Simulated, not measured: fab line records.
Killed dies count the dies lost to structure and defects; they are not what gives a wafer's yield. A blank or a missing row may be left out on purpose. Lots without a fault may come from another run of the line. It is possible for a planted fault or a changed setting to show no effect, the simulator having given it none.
Matching of chambers ; flow nandHarc ; 4 sister chambers for NHARC_P_BONDPAD_DESCUM_11 on rieDiel-02
The step chemistry O2, time 3 s. 8 wafers are shown with their chamber, then 12 later ones without.

== WAFERS, EACH WITH ITS CHAMBER ==
wafer;chamber;drypumpMotorCurrentA (A);rfVppV (V)
L090.5;3;5.55;57.2
L090.6;0;5.66;57.9
L092.4;2;5.29;57.3
L092.5;0;5.63;57.6
L092.6;1;4.93;58.2
L093.1;2;5.24;57.4
L093.3;1;4.96;57.9
L093.4;3;5.57;56.2

== WAFERS MISSING THEIR CHAMBER ==
wafer;drypumpMotorCurrentA (A);rfVppV (V)
L094.4;5.63;58.1
L094.5;4.97;58.0
L094.6;5.63;56.3
L095.1;4.98;58.3
L095.2;5.54;58.1
L095.4;5.62;57.2
L096.3;5.26;56.9
L096.4;4.99;58.2
L096.6;5.55;57.7
L097.1;5.64;58.0
L097.2;5.23;57.8
L097.4;5.55;56.9

== CHAMBER TAKEN BY EACH ==
wafer;from the rows above;in truth
L094.4;0;0
L094.5;1;1
L094.6;can't be placed: 3 or 0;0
L095.1;1;1
L095.2;can't be placed: 3 or 0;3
L095.4;can't be placed: 0 or 3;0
L096.3;2;2
L096.4;1;1
L096.6;can't be placed: 3 or 0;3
L097.1;0;0
L097.2;2;2
L097.4;3;3
8 of 12 placed correctly. These rows do not allow placing 4 (true chamber among the candidates in 4). 0 placed wrongly.
How it was worked out, from the rows above alone: a wafer's distance from a chamber is the root of the sum, over the readings, of the square of ((its reading less the chamber's mean) divided by the reading's scatter). The wafer belongs to the nearest chamber; if the next one is less than 2 further off, it can't be placed. For every chamber, the mean is computed from those of its wafers that are shown. How the scatter is found: for the shown wafers, subtract from each reading the mean of its chamber, square and add these, divide the total by (wafers less chambers), then take the root.
